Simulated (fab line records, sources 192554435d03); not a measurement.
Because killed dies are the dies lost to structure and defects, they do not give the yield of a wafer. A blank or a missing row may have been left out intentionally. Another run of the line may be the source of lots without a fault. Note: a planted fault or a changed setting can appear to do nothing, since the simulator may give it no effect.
Chamber matching / flow n5Finfet / 4 sister chambers for N5_BEOL_M9_ETCH_76 on rieDiel-03
The step etches underlayer in N2/H2, target depth 6.5 nm, time 5.2 s. 8 wafers are shown with their chamber, then 8 later ones without.

== WAFERS, EACH WITH ITS CHAMBER ==
wafer=L074.1; chamber=3; showerheadPlenumPTorr (Torr)=2.64; drypumpMotorCurrentA (A)=5.9
wafer=L078.4; chamber=2; showerheadPlenumPTorr (Torr)=2.57; drypumpMotorCurrentA (A)=5.7
wafer=L082.3; chamber=0; showerheadPlenumPTorr (Torr)=2.64; drypumpMotorCurrentA (A)=5.9
wafer=L082.4; chamber=3; showerheadPlenumPTorr (Torr)=2.64; drypumpMotorCurrentA (A)=5.9
wafer=L086.3; chamber=2; showerheadPlenumPTorr (Torr)=2.56; drypumpMotorCurrentA (A)=5.6
wafer=L086.4; chamber=0; showerheadPlenumPTorr (Torr)=2.64; drypumpMotorCurrentA (A)=5.9
wafer=L086.5; chamber=1; showerheadPlenumPTorr (Torr)=2.63; drypumpMotorCurrentA (A)=6.4
wafer=L088.1; chamber=1; showerheadPlenumPTorr (Torr)=2.63; drypumpMotorCurrentA (A)=6.4

== WAFERS WITH NO CHAMBER GIVEN ==
wafer=L088.2; showerheadPlenumPTorr (Torr)=2.64; drypumpMotorCurrentA (A)=5.9
wafer=L088.5; showerheadPlenumPTorr (Torr)=2.56; drypumpMotorCurrentA (A)=5.7
wafer=L093.1; showerheadPlenumPTorr (Torr)=2.56; drypumpMotorCurrentA (A)=5.6
wafer=L093.4; showerheadPlenumPTorr (Torr)=2.63; drypumpMotorCurrentA (A)=6.4
wafer=L093.5; showerheadPlenumPTorr (Torr)=2.63; drypumpMotorCurrentA (A)=5.9
wafer=L097.2; showerheadPlenumPTorr (Torr)=2.62; drypumpMotorCurrentA (A)=5.9
wafer=L097.4; showerheadPlenumPTorr (Torr)=2.62; drypumpMotorCurrentA (A)=5.9
wafer=L097.5; showerheadPlenumPTorr (Torr)=2.62; drypumpMotorCurrentA (A)=5.9

== WHICH CHAMBER EACH WENT THROUGH ==
wafer=L088.2; from the rows above=can't be placed: 0 or 3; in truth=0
wafer=L088.5; from the rows above=2; in truth=2
wafer=L093.1; from the rows above=2; in truth=2
wafer=L093.4; from the rows above=1; in truth=1
wafer=L093.5; from the rows above=can't be placed: 0 or 3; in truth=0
wafer=L097.2; from the rows above=can't be placed: 0 or 3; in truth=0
wafer=L097.4; from the rows above=can't be placed: 0 or 3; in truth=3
wafer=L097.5; from the rows above=can't be placed: 0 or 3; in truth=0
Placed correctly: 3 of 8. From these rows, 5 cannot be placed; in 5 the true chamber is one of the candidates. Placed wrongly: 0.
How it was worked out, from the rows above alone: a wafer's distance from a chamber is the root of the sum, over the readings, of the square of ((its reading less the chamber's mean) divided by the reading's scatter). If the next closest chamber is less than 2 further off than the closest, the wafer can't be placed; otherwise it belongs to the closest. The mean given for a chamber averages the wafers shown for that chamber. The scatter: the root of (the sum of the squares of (reading less its chamber's mean) over the shown wafers, divided by (wafers less chambers)).
